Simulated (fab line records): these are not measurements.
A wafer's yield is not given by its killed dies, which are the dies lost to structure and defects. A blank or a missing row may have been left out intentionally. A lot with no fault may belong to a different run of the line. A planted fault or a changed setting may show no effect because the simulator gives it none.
fab line records    flow nandHarc
[record] lots = 6  wafers = 18  lastDay = 25
route steps=1159 shown P_M0@282 P_M1@285
lots untouched by any fault: they come from a run of this same line in which no faults occurred
startH: the number of hours between the record's first day and the start of the first shown wafer of the lot    waitH: time in hours since the lot's previous step    " as in the row above    L1.1+2: one row covering several wafers at once    - either no value or no given start    * or withheld: withheld    < > ~ a bound
route shown NAME@n: NAME is a module with steps in the file, n the number in the route of the first one    usual: the fault-free wafers' mean and standard deviation    same: alike in all rows    chamber/n: place in a boat    sites: the reading at each site    _std_site: the values' standard deviation    _edge_site: outer sites' mean less inner sites'    radiusMm: for every site, how far away it sits from the centre of the wafer    mask NAME#n: copy n    behind: the most recent tool/chamber to have shaped the wafer    hold: cause of the lot's hold/its duration in hours/its outcome    device: transistor that didn't switch, given as n, p or np    end of line: tests of these same wafers at the route's end    step lacking rows: just its recipe    killed: dies that structure and defects cost at the first sort, which is not the same as the wafer's yield    map: a wafer's dies, marking killed ones x, the rest . and places with no die _
set.NAME: the setting that was run; set.NAME@STEP: the one run at that earlier step    model.NAME: the simulator's own value behind a step, which no gauge read
certain route steps with their lots: each step a table, each wafer a row
services: the hour from which a tool's chamber was out of use, counted from the record's first day as startH (under 0 if before that day), plus the number of hours and why
[[steps]]
[step NHARC_P_M0_INSPECT_27]
[usual] rawDefectCount = 290/100
lot.wafer  tool              chamber  startH  waitH  rawDefectCount
L853.1     defectInspect-02  -        223.23  0.0    247
L853.3     "                 -        "       "      216
L853.5     "                 -        "       "      158
L860.1     defectInspect-02  -        228.35  0.0    199
L860.5     "                 -        "       "      225
L860.6     "                 -        "       "      229
L858.1     defectInspect-01  -        235.18  0.0    337
L858.5     "                 -        "       "      297
L858.6     "                 -        "       "      322
L861.1     defectInspect-02  -        235.91  0.1    256
L861.3     "                 -        "       "      204
L861.6     "                 -        "       "      443
L859.3     defectInspect-01  -        237.23  0.0    312
L859.4     "                 -        "       "      161
L859.6     "                 -        "       "      204
L864.2     defectInspect-02  -        242.26  0.0    206
L864.3     "                 -        "       "      362
L864.6     "                 -        "       "      318
[step NHARC_P_M0_PRE_CLEAN_31]
[recipe] timeS = 12  tempC = 370  rfPowerW = 300  gas = NH3
[usual] heaterPowerW = 614/100
lot.wafer  tool      chamber  startH  waitH  heaterPowerW
L853.3     pecvd-02  2        223.30  0.1    614
L853.1     "         0        "       "      584
L853.5     "         1        "       "      459
L860.1     pecvd-04  1        228.44  0.1    548
L860.6     "         0        "       "      521
L860.5     "         1        "       "      556
L858.1     pecvd-02  0        235.26  0.1    569
L858.6     "         2        "       "      599
L858.5     "         0        "       "      579
L861.1     pecvd-04  1        236.01  0.1    599
L861.3     "         0        "       "      538
L861.6     "         1        "       "      593
L859.3     pecvd-03  1        237.40  0.2    695
L859.4     "         1        "       "      690
L859.6     "         0        "       "      634
L864.2     pecvd-02  1        242.36  0.1    533
L864.3     "         2        "       "      654
L864.6     "         1        "       "      548
[step NHARC_P_M0_DEP_32]
[recipe] targetThkA = 300  tempC = 370  targetThkNm = 30  pressureTorr = 3  flowSccm = 200  rfW = 450  material = SiCN
[usual] heaterPowerW = 557/91
lot.wafer  tool      chamber  startH  waitH  heaterPowerW
L853.3     pecvd-02  2        223.38  0.1    660
L853.1     "         0        "       "      551
L853.5     "         1        "       "      469
L860.1     pecvd-04  1        228.60  0.1    537
L860.6     "         0        "       "      487
L860.5     "         1        "       "      538
L858.1     pecvd-02  0        235.37  0.1    567
L858.6     "         2        "       "      544
L858.5     "         0        "       "      559
L861.1     pecvd-04  1        236.09  0.1    492
L861.3     "         0        "       "      479
L861.6     "         1        "       "      479
L859.3     pecvd-03  1        237.48  0.1    713
L859.4     "         1        "       "      709
L859.6     "         0        "       "      557
L864.2     pecvd-02  1        242.47  0.1    449
L864.3     "         2        "       "      584
L864.6     "         1        "       "      453
[step NHARC_P_M1_DEP_00]
[recipe] targetThkA = 1825  targetThkNm = 182.5  tempC = withheld  pressureTorr = 5  flowSccm = 200  rfW = 600  material = SiOC
[step NHARC_P_M1_DEHYDRATE_01]
[recipe] tempC = 150  timeS = 120
[step NHARC_P_M1_HMDS_02]
[recipe] timeS = 30
[step NHARC_P_M1_COAT_34]
[recipe] tempC = 200  timeS = 65
[step NHARC_P_M1_COAT_03]
[recipe] spinRpm = 1500  resistThkNm = 90
[step NHARC_P_M1_SOFTBAKE_04]
[recipe] tempC = 105  timeS = 55
[step NHARC_P_M1_EBR_05]
[step NHARC_P_M1_EXPOSE_06]
[recipe] na = 1.35  targetCdNm = 130  doseMj = 81.88  maskId = P_M1
[step NHARC_P_M1_PEB_07]
[recipe] pebTempC = 100  pebTimeS = 65
[usual] exhaustPa = 44.9/0.86  heaterPowerTotalW = 156.6/0.41  plateTempC = 99.97/0.12
lot.wafer  tool           chamber  startH  waitH  exhaustPa  heaterPowerTotalW  plateTempC
L853.1     lithoTrack-01  0        224.68  0.1    46.1       157.0              100.01
L853.3     "              0        "       "      44.5       157.1              99.93
L853.5     "              0        "       "      45.6       156.0              99.87
L860.1     lithoTrack-04  0        229.84  0.1    45.2       157.2              99.94
L860.5     "              0        "       "      44.1       156.4              99.83
L860.6     "              0        "       "      44.5       156.5              99.97
L858.1     lithoTrack-04  0        236.49  0.1    45.5       144.0              93.82
L858.5     "              0        "       "      43.1       143.6              93.83
L858.6     "              0        "       "      45.4       143.7              93.91
L861.1     lithoTrack-01  0        237.24  0.1    44.8       157.2              100.13
L861.3     "              0        "       "      43.1       156.6              99.87
L861.6     "              0        "       "      45.7       156.7              99.80
L859.3     lithoTrack-06  0        238.66  0.0    44.4       156.0              99.97
L859.4     "              0        "       "      46.2       157.1              100.08
L859.6     "              0        "       "      44.8       155.9              100.07
L864.2     lithoTrack-04  0        243.60  0.1    45.3       143.6              93.79
L864.3     "              0        "       "      46.1       144.0              93.68
L864.6     "              0        "       "      45.4       142.9              93.81
[step NHARC_P_M1_DEVELOP_08]
[recipe] developTimeS = 35  devTempC = 23
[step NHARC_P_M1_CD_MEAS_09]
[recipe] targetCdNm = 130  landingEnergyEv = 500
[usual] cdNm = 130.0/0.65
lot.wafer  tool      chamber  startH  waitH  cdNm
L853.1     cdSem-01  0        224.76  -      130.2
L853.3     "         0        "       "      130.0
L853.5     "         0        "       "      130.5
L860.1     cdSem-03  0        229.91  -      128.7
L860.5     "         0        "       "      129.2
L860.6     "         0        "       "      130.4
L858.1     cdSem-02  0        236.57  -      104.0
L858.5     "         0        "       "      105.1
L858.6     "         0        "       "      104.3
L861.1     cdSem-03  0        237.32  -      130.3
L861.3     "         0        "       "      130.7
L861.6     "         0        "       "      130.6
L859.3     cdSem-03  0        238.74  -      130.4
L859.4     "         0        "       "      130.2
L859.6     "         0        "       "      130.2
L864.2     cdSem-02  0        243.69  -      108.6
L864.3     "         0        "       "      109.0
L864.6     "         0        "       "      108.0
[step NHARC_P_M1_OVL_MEAS_10]
[recipe] pitchNm = 260
[usual] overlayXNm = 0.1/0.74  overlayYNm = 0.0/0.8
lot.wafer  tool        chamber  startH  waitH  overlayXNm  overlayYNm
L853.1     overlay-02  -        224.85  -      -0.1        -0.6
L853.3     "           -        "       "      0.6         -0.7
L853.5     "           -        "       "      0.2         -0.7
L860.1     overlay-02  -        230.00  -      -0.2        1.1
L860.5     "           -        "       "      0.5         0.9
L860.6     "           -        "       "      0.8         0.8
L858.1     overlay-01  -        236.66  -      0.8         -0.4
L858.5     "           -        "       "      0.5         -0.4
L858.6     "           -        "       "      1.0         0.0
L861.1     overlay-02  -        237.41  -      -0.8        0.4
L861.3     "           -        "       "      -0.4        0.4
L861.6     "           -        "       "      -0.7        0.3
L859.3     overlay-02  -        238.84  -      -0.1        -0.6
L859.4     "           -        "       "      -0.3        -0.3
L859.6     "           -        "       "      -1.0        -0.9
L864.2     overlay-01  -        243.78  -      0.4         0.0
L864.3     "           -        "       "      -0.2        -0.6
L864.6     "           -        "       "      0.2         0.0
[step NHARC_P_M1_INSPECT_11]
[usual] rawDefectCount = 4.3/2.9
lot.wafer  tool              chamber  startH  waitH  rawDefectCount
L853.1     defectInspect-01  -        224.88  0.0    2
L853.3     "                 -        "       "      5
L853.5     "                 -        "       "      8
L860.1     defectInspect-02  -        230.04  0.0    3
L860.5     "                 -        "       "      3
L860.6     "                 -        "       "      7
L858.1     defectInspect-01  -        236.70  0.0    2
L858.5     "                 -        "       "      2
L858.6     "                 -        "       "      1
L861.1     defectInspect-02  -        237.44  0.0    5
L861.3     "                 -        "       "      2
L861.6     "                 -        "       "      1
L859.3     defectInspect-02  -        238.87  0.0    3
L859.4     "                 -        "       "      2
L859.6     "                 -        "       "      1
L864.2     defectInspect-02  -        243.81  0.0    5
L864.3     "                 -        "       "      3
L864.6     "                 -        "       "      3
[step NHARC_P_M1_DESCUM_14]
[recipe] timeS = 3  o2FlowSccm = 200  arFlowSccm = 0  biasPowerW = 0  chemistry = O2
[usual] drypumpMotorCurrentA = 5.7/0.37  oesProductAu = 0.998/0.0095  rfVppV = 57.7/0.91  showerheadPlenumPTorr = 1.89/0.059  throttleValvePct = 11.310/0.01
lot.wafer  tool        chamber  startH  waitH  drypumpMotorCurrentA  oesProductAu  rfHoursCounterH  rfVppV  showerheadPlenumPTorr  throttleValvePct  model.P_M1.cdNm
L853.1     rieDiel-06  0        224.94  0.1    5.4                   1.004         7                57.9    1.90                   11.327            130.6
L853.3     "           2        "       "      5.9                   0.994         8                59.6    1.87                   11.316            130.5
L853.5     "           1        "       "      6.1                   1.009         -                58.0    1.87                   11.312            130.7
L860.1     rieDiel-03  2        230.12  0.1    5.3                   0.992         0                59.0    1.89                   11.315            129.1
L860.5     "           0        "       "      5.8                   1.010         -                59.2    2.02                   11.307            129.2
L860.6     "           1        "       "      6.0                   0.990         -                57.5    1.80                   11.308            129.9
L858.1     rieDiel-03  2        236.78  0.1    5.3                   0.986         1                56.9    1.89                   11.320            104.6
L858.5     "           3        "       "      5.6                   0.991         -                58.1    1.87                   11.305            104.6
L858.6     "           0        "       "      5.8                   1.014         -                57.6    2.02                   11.308            104.1
L861.3     rieDiel-07  3        237.52  0.1    6.0                   1.006         0                57.6    1.89                   11.299            130.2
L861.1     "           0        "       "      6.3                   1.007         0                57.3    1.90                   11.306            130.3
L861.6     "           2        "       "      6.0                   1.001         -                56.7    1.94                   11.309            130.7
L859.3     rieDiel-07  1        238.93  0.1    5.1                   0.997         0                58.0    1.87                   11.304            129.8
L859.4     "           2        "       "      6.0                   0.992         0                58.1    1.94                   11.311            130.1
L859.6     "           2        "       "      6.0                   0.996         -                57.1    1.94                   11.303            130.7
L864.3     rieDiel-07  0        243.87  0.1    6.3                   1.017         0                56.6    1.90                   11.320            107.7
L864.2     "           1        "       "      5.1                   1.005         0                56.3    1.87                   11.313            108.9
L864.6     "           0        "       "      6.2                   1.002         -                58.2    1.90                   11.301            107.7
[step NHARC_P_M1_ETCH_35]
[recipe] targetDepthA = 400  overetchA = 120  timeS = 43.94  ionEnergyEv = 200  n2FlowSccm = 150  h2FlowSccm = 150  arFlowSccm = 0  rfW = 400  biasW = 150  chemistry = N2/H2
[usual] drypumpMotorCurrentA = 5.7/0.37  oesProductAu = 0.998/0.01  rfVppV = 429.7/1.7  showerheadPlenumPTorr = 2.01/0.062  throttleValvePct = 14.171/0.0084
lot.wafer  tool        chamber  startH  waitH  drypumpMotorCurrentA  oesProductAu  rfHoursCounterH  rfVppV  showerheadPlenumPTorr  throttleValvePct
L853.1     rieDiel-06  3        225.03  0.1    5.4                   1.011         7                428.1   1.92                   14.176
L853.3     "           1        "       "      6.1                   1.023         7                427.9   1.99                   14.168
L853.5     "           0        "       "      5.5                   0.995         -                429.4   2.02                   14.162
L860.1     rieDiel-03  3        230.19  0.1    5.6                   0.988         0                429.3   1.99                   14.169
L860.6     "           2        "       "      5.3                   0.995         -                429.5   2.02                   14.177
L860.5     "           3        "       "      5.6                   0.994         -                429.3   1.99                   14.163
L858.1     rieDiel-03  3        236.85  0.1    5.6                   0.977         1                428.5   1.99                   14.164
L858.5     "           2        "       "      5.3                   0.992         -                430.2   2.02                   14.173
L858.6     "           3        "       "      5.6                   0.986         -                428.3   1.99                   14.167
L861.1     rieDiel-07  1        237.59  0.1    5.1                   0.999         0                429.6   2.00                   14.162
L861.3     "           3        "       "      5.9                   1.007         0                429.9   2.01                   14.170
L861.6     "           2        "       "      6.0                   1.000         -                430.1   2.07                   14.178
L859.3     rieDiel-07  1        239.02  0.1    5.1                   1.012         0                429.3   2.00                   14.180
L859.4     "           2        "       "      6.0                   0.984         0                430.8   2.07                   14.175
L859.6     "           1        "       "      5.1                   1.008         -                430.0   2.00                   14.174
L864.2     rieDiel-07  2        243.96  0.1    6.0                   0.997         0                431.9   2.07                   14.170
L864.3     "           0        "       "      6.3                   0.994         0                430.2   2.02                   14.180
L864.6     "           2        "       "      6.0                   0.996         -                431.5   2.07                   14.180
[step NHARC_P_M1_ETCH_15]
[recipe] targetDepthA = 1825  timeS = 91.2  c4f8FlowSccm = withheld  arFlowSccm = 400  rfW = 600  biasW = 300  chemistry = C4F8/Ar
[usual] oesProductAu = 0.961/0.017  rfVppV = 440.1/2
lot.wafer  tool        chamber  startH  waitH  oesProductAu  rfHoursCounterH  rfVppV
L853.3     rieDiel-06  2        -       -      0.965         8                439.4
L853.1     "           3        "       "      0.967         7                437.4
L853.5     "           3        "       "      0.962         -                436.7
L860.1     rieDiel-03  1        -       -      0.948         0                437.2
L860.6     "           1        "       "      0.948         -                437.4
L860.5     "           2        "       "      0.959         -                439.7
L858.1     rieDiel-03  1        -       -      0.972         1                435.9
L858.6     "           0        "       "      0.978         -                443.5
L858.5     "           1        "       "      0.969         -                436.7
L861.3     rieDiel-07  1        -       -      0.968         0                440.0
L861.1     "           0        "       "      0.979         0                442.5
L861.6     "           1        "       "      0.960         -                440.7
L859.3     rieDiel-07  2        -       -      0.970         0                442.1
L859.4     "           3        "       "      0.987         0                441.1
L859.6     "           2        "       "      0.960         -                441.7
L864.2     rieDiel-07  0        -       -      0.960         0                440.1
L864.3     "           1        "       "      0.964         0                439.6
L864.6     "           3        "       "      0.966         -                439.2
[step NHARC_P_M1_CD_MEAS_16]
[usual] cdNm = 130.0/0.9
lot.wafer  tool      chamber  startH  waitH  cdNm
L853.1     cdSem-03  -        225.25  -      130.2
L853.3     "         -        "       "      130.4
L853.5     "         -        "       "      130.1
L860.1     cdSem-01  -        230.41  -      129.0
L860.5     "         -        "       "      129.3
L860.6     "         -        "       "      130.2
L858.1     cdSem-01  -        237.06  -      104.3
L858.5     "         -        "       "      104.7
L858.6     "         -        "       "      104.8
L861.1     cdSem-01  -        237.81  -      130.0
L861.3     "         -        "       "      130.3
L861.6     "         -        "       "      131.6
L859.3     cdSem-03  -        239.24  -      129.6
L859.4     "         -        "       "      130.6
L859.6     "         -        "       "      130.2
L864.2     cdSem-02  -        244.19  -      109.7
L864.3     "         -        "       "      107.6
L864.6     "         -        "       "      108.3
[step NHARC_P_M1_STRIP_18]
[recipe] powerW = 1000  n2FlowSccm = 150  h2FlowSccm = 150  arFlowSccm = 0  biasW = 0  chemistry = N2/H2
[usual] drypumpMotorCurrentA = 5.8/0.36  oesProductAu = 0.999/0.0098  rfVppV = 90.6/0.91  showerheadPlenumPTorr = 2.01/0.061  throttleValvePct = 14.171/0.0095
lot.wafer  tool        chamber  startH  waitH  drypumpMotorCurrentA  oesProductAu  rfHoursCounterH  rfVppV  showerheadPlenumPTorr  throttleValvePct
L853.3     rieDiel-03  1        225.36  0.1    6.0                   0.992         0                90.0    1.91                   14.157
L853.1     "           2        "       "      5.3                   0.997         0                90.8    2.02                   14.176
L853.5     "           0        "       "      5.8                   1.021         -                88.2    2.16                   14.169
L860.1     rieDiel-06  0        230.49  0.1    5.4                   0.997         8                91.1    2.02                   14.175
L860.5     "           0        "       "      5.5                   0.993         -                90.8    2.02                   14.171
L860.6     "           1        "       "      6.1                   1.013         -                89.4    1.99                   14.180
L858.1     rieDiel-06  0        237.15  0.1    5.4                   0.993         8                90.2    2.02                   14.167
L858.5     "           0        "       "      5.4                   1.005         -                91.5    2.02                   14.172
L858.6     "           1        "       "      6.1                   1.014         -                90.9    1.99                   14.176
L861.3     rieDiel-07  1        237.88  0.1    5.1                   0.993         0                89.1    2.00                   14.158
L861.1     "           0        "       "      6.3                   0.991         0                91.2    2.02                   14.171
L861.6     "           1        "       "      5.1                   1.007         -                90.9    2.00                   14.171
L859.4     rieDiel-06  1        239.32  0.1    6.1                   1.003         8                90.2    1.99                   14.161
L859.3     "           0        "       "      5.4                   1.000         8                91.2    2.02                   14.148
L859.6     "           1        "       "      6.1                   1.011         -                90.6    1.99                   14.165
L864.3     rieDiel-03  3        244.30  0.1    5.6                   0.999         2                90.4    1.99                   14.189
L864.2     "           0        "       "      5.8                   1.016         1                90.9    2.16                   14.171
L864.6     "           2        "       "      5.3                   0.992         -                90.4    2.02                   14.165
[step NHARC_P_M1_ETCH_28]
[recipe] targetDepthA = 300  overEtchFrac = 0.3  timeS = 72.99  ionEnergyEv = 150  cf4FlowSccm = 50  n2FlowSccm = 100  arFlowSccm = 150  rfW = 300  biasW = 100  chemistry = CF4/N2
[usual] drypumpMotorCurrentA = 5.7/0.37  oesProductAu = 0.999/0.0095  rfVppV = 313.6/1.4  showerheadPlenumPTorr = 2.59/0.069  throttleValvePct = 19.794/0.0086
lot.wafer  tool        chamber  startH  waitH  drypumpMotorCurrentA  oesProductAu  rfHoursCounterH  rfVppV  showerheadPlenumPTorr  throttleValvePct  model.P_M1.cdNm
L853.1     rieDiel-03  1        -       -      6.0                   0.990         0                311.0   2.48                   19.794            129.6
L853.3     "           2        "       "      5.3                   0.992         0                313.2   2.60                   19.799            129.8
L853.5     "           1        "       "      6.0                   0.991         -                311.6   2.48                   19.792            130.5
L860.1     rieDiel-06  2        -       -      6.0                   1.002         8                313.3   2.57                   19.776            128.3
L860.5     "           1        "       "      6.1                   1.010         -                313.6   2.56                   19.798            128.6
L860.6     "           2        "       "      6.0                   0.988         -                315.5   2.57                   19.793            130.3
L858.1     rieDiel-06  2        -       -      6.0                   0.990         8                311.9   2.57                   19.792            103.7
L858.6     "           2        "       "      6.0                   0.990         -                313.2   2.57                   19.796            104.7
L858.5     "           3        "       "      5.5                   0.998         -                312.2   2.49                   19.800            104.9
L861.1     rieDiel-07  2        -       -      6.0                   0.998         0                314.8   2.66                   19.794            130
L861.3     "           3        "       "      6.0                   0.989         0                314.3   2.59                   19.798            130.1
L861.6     "           3        "       "      6.0                   0.995         -                313.0   2.59                   19.793            131.3
L859.3     rieDiel-06  2        -       -      5.9                   0.982         9                313.6   2.57                   19.805            129.1
L859.4     "           0        "       "      5.5                   0.997         8                312.6   2.60                   19.801            131.2
L859.6     "           2        "       "      5.9                   0.996         -                313.8   2.57                   19.794            130.6
L864.2     rieDiel-03  2        -       -      5.2                   0.986         2                314.0   2.60                   19.796            110.2
L864.3     "           3        "       "      5.5                   0.986         2                311.6   2.56                   19.809            107.7
L864.6     "           2        "       "      5.3                   0.974         -                313.9   2.60                   19.800            108.9
[step NHARC_P_M1_STRIP_19]
[recipe] timeS = 600  tempC = 30  chemistry = postEtchResidueRemover
[[services]]
tool        chamber  startH  hours  kind
pecvd-03    0        206.26  7.3    repair
rieDiel-07  0        207.20  -      clean
rieDiel-07  1        207.20  -      clean
rieDiel-07  2        207.20  -      clean
rieDiel-07  3        207.20  -      clean
rieDiel-03  -        211.52  1.7    repair
rieDiel-03  -        215.30  9.0    pm
rieDiel-03  0        215.30  9.0    ventCycle
rieDiel-03  1        215.30  9.0    ventCycle
rieDiel-03  2        215.30  9.0    ventCycle
rieDiel-03  3        215.30  9.0    ventCycle
pecvd-04    2        223.92  8.1    repair
rieDiel-03  0        224.30  -      clean
rieDiel-03  1        224.30  -      clean
rieDiel-07  -        228.20  9.0    pm
rieDiel-07  0        228.20  9.0    ventCycle
rieDiel-07  1        228.20  9.0    ventCycle
rieDiel-07  2        228.20  9.0    ventCycle
rieDiel-07  3        228.20  9.0    ventCycle
rieDiel-07  0        237.20  -      clean
rieDiel-07  1        237.20  -      clean
rieDiel-07  2        237.20  -      clean
rieDiel-07  3        237.20  -      clean
rieDiel-06  -        241.33  9.0    pm
[[key]]
[firstSign] step = NHARC_P_M1_PEB_07  reading = plateTempC  direction = down  sigmas = 52  usual = *  struck = *
[effect] step = NHARC_P_M1_PEB_07  reading = heaterPowerTotalW  direction = down  sigmas = 32  usual = *  struck = *
[effect] step = NHARC_P_M1_CD_MEAS_09  reading = cdNm  direction = down  sigmas = 36  usual = 130.0  struck = 106.5  through = controlLoop
[effect] step = NHARC_P_M1_CD_MEAS_16  reading = cdNm  direction = down  sigmas = 26  usual = 130.0  struck = 106.6  through = controlLoop
[modelEffect] step = NHARC_P_M1_DESCUM_14  value = P_M1.cdNm  without = 129.9  struck = 106.3
[modelEffect] step = NHARC_P_M1_ETCH_28  value = P_M1.cdNm  without = 130.3  struck = 106.7
metAt NHARC_P_M1_PEB_07
struckWafers L858.1,L858.5,L858.6,L864.2,L864.3,L864.6
laterRowsLeftOut L858.1,L858.5,L858.6
sortLeftOut L858.1,L858.5,L858.6,L864.2,L864.3,L864.6
[loopTrim] step = NHARC_P_M1_EXPOSE_06  setting = dose  lots = L864
onsetBetween 229.84 236.49
[fault] kind = processParameterDrift  tool = lithoTrack-04  chamber = -  onsetH = 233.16  steps = NHARC_P_M1_PEB_07  channel = pebTempC  offset = *  shape = step  endH = 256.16  actsIn = *  stated = *
// sortLeftOut: the simulated sort isn't trusted on such a fault, so these wafers' sort isn't shown, and their yield isn't known
// laterRowsLeftOut: the simulator's readings of these wafers behind a module that went badly wrong aren't trusted and aren't shown, but for the sort
// loopTrim: a control loop set the setting to another value than it would have without faults
